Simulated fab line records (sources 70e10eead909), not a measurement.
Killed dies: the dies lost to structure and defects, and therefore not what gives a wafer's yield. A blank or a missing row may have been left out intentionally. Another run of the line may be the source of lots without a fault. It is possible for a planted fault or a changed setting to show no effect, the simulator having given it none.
Chamber matching | flow nand harc | NHARC_A_CHANNEL_FILL_D1_ALD_14 on ald hk-01: 4 sister chambers
The step deposits SiO2, target thk 2.5 nm, pulse time 10 s, ald cycles 25. 4 wafers are shown with their chamber, then 9 later ones without.

WAFERS PAIRED WITH THEIR CHAMBERS
wafer  | chamber | heater power outer w (W)
L085.5 | 1       | 269
L086.3 | 3       | 222
L087.3 | 2       | 287
L087.5 | 0       | 262

WAFERS WHOSE CHAMBER IS MISSING
wafer  | heater power outer w (W)
L087.1 | 270
L087.2 | 226
L087.6 | 261
L088.1 | 228
L088.5 | 272
L088.6 | 277
L094.2 | 281
L094.4 | 272
L094.5 | 274

WHICH CHAMBER EACH ONE RAN IN
wafer  | from the rows above          | in truth
L087.1 | can't be placed: 1 or 0      | 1
L087.2 | 3                            | 3
L087.6 | can't be placed: 0 or 1      | 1
L088.1 | 3                            | 3
L088.5 | can't be placed: 1 or 0      | 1
L088.6 | can't be placed: 1 or 2 or 0 | 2
L094.2 | can't be placed: 2 or 1      | 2
L094.4 | can't be placed: 1 or 0      | 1
L094.5 | can't be placed: 1 or 0 or 2 | 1
Correct placement for 2 of the 9. These rows do not allow placing 7 (true chamber among the candidates in 7). Wrongly placed: 0.
How it was worked out, from the rows above alone: a wafer's distance from a chamber is the root of the sum, over the readings, of the square of ((its reading less the chamber's mean) divided by the reading's scatter). The wafer belongs to the nearest chamber; if the next one is less than 2 further off, it can't be placed. The mean given for a chamber averages the wafers shown for that chamber. The scatter: root of mean squared gap, hidden wafer to nearest shown wafer, with one shown wafer a chamber.
